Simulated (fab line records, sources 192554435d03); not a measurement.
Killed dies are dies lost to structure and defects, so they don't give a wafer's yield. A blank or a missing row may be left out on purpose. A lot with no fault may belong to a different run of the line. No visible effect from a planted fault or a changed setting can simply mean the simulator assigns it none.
Chamber matching | flow n5 finfet | 4 sister chambers for N5_BEOL_M9_ALD_74 on ald metal-01
The step deposits TaN, target thk 2 nm, pulse time 2 s, purge time 3 s. 4 wafers are shown with their chamber, then 12 later ones without.

WAFERS PAIRED WITH THEIR CHAMBERS
wafer  | chamber | heater power w (W)
L085.3 | 0       | 425
L089.4 | 2       | 435
L089.5 | 3       | 371
L089.6 | 1       | 353

WAFERS MISSING THEIR CHAMBER
wafer  | heater power w (W)
L088.2 | 360
L088.5 | 357
L088.6 | 381
L093.1 | 441
L093.4 | 365
L093.5 | 431
L096.2 | 385
L096.3 | 428
L096.5 | 381
L097.1 | 425
L097.3 | 434
L097.5 | 414

WHICH CHAMBER EACH ONE RAN IN
wafer  | from the rows above     | in truth
L088.2 | can't be placed: 1 or 3 | 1
L088.5 | can't be placed: 1 or 3 | 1
L088.6 | 3                       | 3
L093.1 | can't be placed: 2 or 0 | 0
L093.4 | can't be placed: 3 or 1 | 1
L093.5 | can't be placed: 2 or 0 | 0
L096.2 | 3                       | 3
L096.3 | can't be placed: 0 or 2 | 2
L096.5 | 3                       | 3
L097.1 | can't be placed: 0 or 2 | 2
L097.3 | can't be placed: 2 or 0 | 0
L097.5 | can't be placed: 0 or 2 | 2
Placed correctly: 3 of 12. Not placeable from these rows: 9 (in 9, the candidates include the true chamber). Placed wrongly: 0.
How it was worked out, from the rows above alone: a wafer's distance from a chamber is the root of the sum, over the readings, of the square of ((its reading less the chamber's mean) divided by the reading's scatter). If the next closest chamber is less than 2 further off than the closest, the wafer can't be placed; otherwise it belongs to the closest. Each chamber's mean is taken over the wafers shown for it. The scatter (one wafer shown for each chamber): square how far every hidden wafer sits from the nearest shown wafer, average those squares and take the square root.
